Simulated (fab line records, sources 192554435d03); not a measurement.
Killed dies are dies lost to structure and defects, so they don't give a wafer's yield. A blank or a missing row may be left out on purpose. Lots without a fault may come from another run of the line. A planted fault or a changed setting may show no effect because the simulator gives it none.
One fault seen from 3 desks | flow n5_finfet | each desk has only its own numbers; what lay behind them comes last

THE DEFECT DESK
What the inspections along the route counted, lot by lot: means of the sampled wafers that have a number. A lot is out of limits, marked OUT, if its mean lies more than 4 standard deviations from the usual mean; the brackets give that distance.
Columns: A = raw_defect_count at N5_BEOL_M2_INSPECT_13, usual 397
lot  | first seen here | A
L106 | day 6 17:50     | 453
L107 | day 7 01:09     | 466
L110 | day 7 14:17     | 445
L111 | day 7 20:02     | 368
L112 | day 8 07:44     | 356
L126 | day 12 08:08    | 295
L128 | day 12 10:20    | 504
This desk's finding: nothing out of limits on any of the 7 lots.

THE METROLOGY DESK
What the gauges read, lot by lot, whatever tool the lot ran on: means of the sampled wafers that have a number. A lot is out of limits, marked OUT, if its mean lies more than 4 standard deviations from the usual mean; the brackets give that distance. Of its 12 readings 7 are shown: those that lie furthest out on some lot.
Columns: A = M2_OVL at N5_BEOL_M2_OVL_MEAS_12, usual 0.1 nm; B = DIBL_N at N5_BEOL_M4_RC_MEAS_101, usual 36.2 mV/V; C = IOFF_P at N5_BEOL_M4_RC_MEAS_101, usual 0.21 nA/um; D = ION_N at N5_BEOL_M4_RC_MEAS_101, usual 673 uA/um; E = ION_P at N5_BEOL_M4_RC_MEAS_101, usual 462 uA/um; F = SS_N at N5_BEOL_M4_RC_MEAS_101, usual 71.4 mV/dec; G = VT_P at N5_BEOL_M4_RC_MEAS_101, usual -251 mV
lot  | first seen here | A    | B    | C    | D   | E   | F    | G
L106 | day 6 17:46     | 0.7  | 36.9 | 0.22 | 681 | 462 | 71.7 | -251
L107 | day 7 01:04     | -0.3 | 34.9 | 0.22 | 672 | 468 | 71.5 | -249
L110 | day 7 14:13     | -0.3 | 37.9 | 0.26 | 676 | 468 | 71.9 | -247
L111 | day 7 19:57     | 0.3  | 35.3 | 0.20 | 670 | 454 | 71.2 | -251
L112 | day 8 07:38     | 1.6  | 37.3 | 0.24 | 686 | 470 | 71.5 | -248
L126 | day 12 08:02    | 0.0  | 36.9 | 0.21 | 672 | 465 | 71.1 | -249
L128 | day 12 10:14    | 0.6  | 36.3 | 0.18 | 680 | 452 | 71.6 | -256
This desk's finding: nothing out of limits on any of the 7 lots.

THE TOOL OWNER'S DESK: rie_metal-01
The tool's own readings at N5_BEOL_M2_HM_OPEN_17 (chemistry Cl2/BCl3, target TiN, target depth 20 nm, overetch 6 nm): means of the sampled wafers that have a number, for each lot that ran on this tool. A lot is out of limits, marked OUT, if its mean lies more than 4 standard deviations from the usual mean; the brackets give that distance.
Columns: A = drypump_motor_current_A at N5_BEOL_M2_HM_OPEN_17, usual 5.8 A; B = he_backside_leak_sccm at N5_BEOL_M2_HM_OPEN_17, usual 3.41 sccm; C = oes_product_au at N5_BEOL_M2_HM_OPEN_17, usual 0.73 a.u.; D = throttle_valve_pct at N5_BEOL_M2_HM_OPEN_17, usual 22.20 %
lot  | first seen here | A   | B    | C    | D
L106 | day 6 18:08     | 6.1 | 3.18 | 0.66 | 22.13
L110 | day 7 14:46     | 5.3 | 3.40 | 0.82 | 22.11
L111 | day 7 20:19     | 5.7 | 3.31 | 0.74 | 22.12
L112 | day 8 08:03     | 5.3 | 3.43 | 0.81 | 22.12
This desk's finding: nothing out of limits on any of the 4 lots.

PUT TOGETHER
The defect desk saw nothing out of limits.
The metrology desk saw nothing out of limits.
The tool owner's desk saw nothing out of limits.

WHAT THE SIMULATOR HAD PUT IN
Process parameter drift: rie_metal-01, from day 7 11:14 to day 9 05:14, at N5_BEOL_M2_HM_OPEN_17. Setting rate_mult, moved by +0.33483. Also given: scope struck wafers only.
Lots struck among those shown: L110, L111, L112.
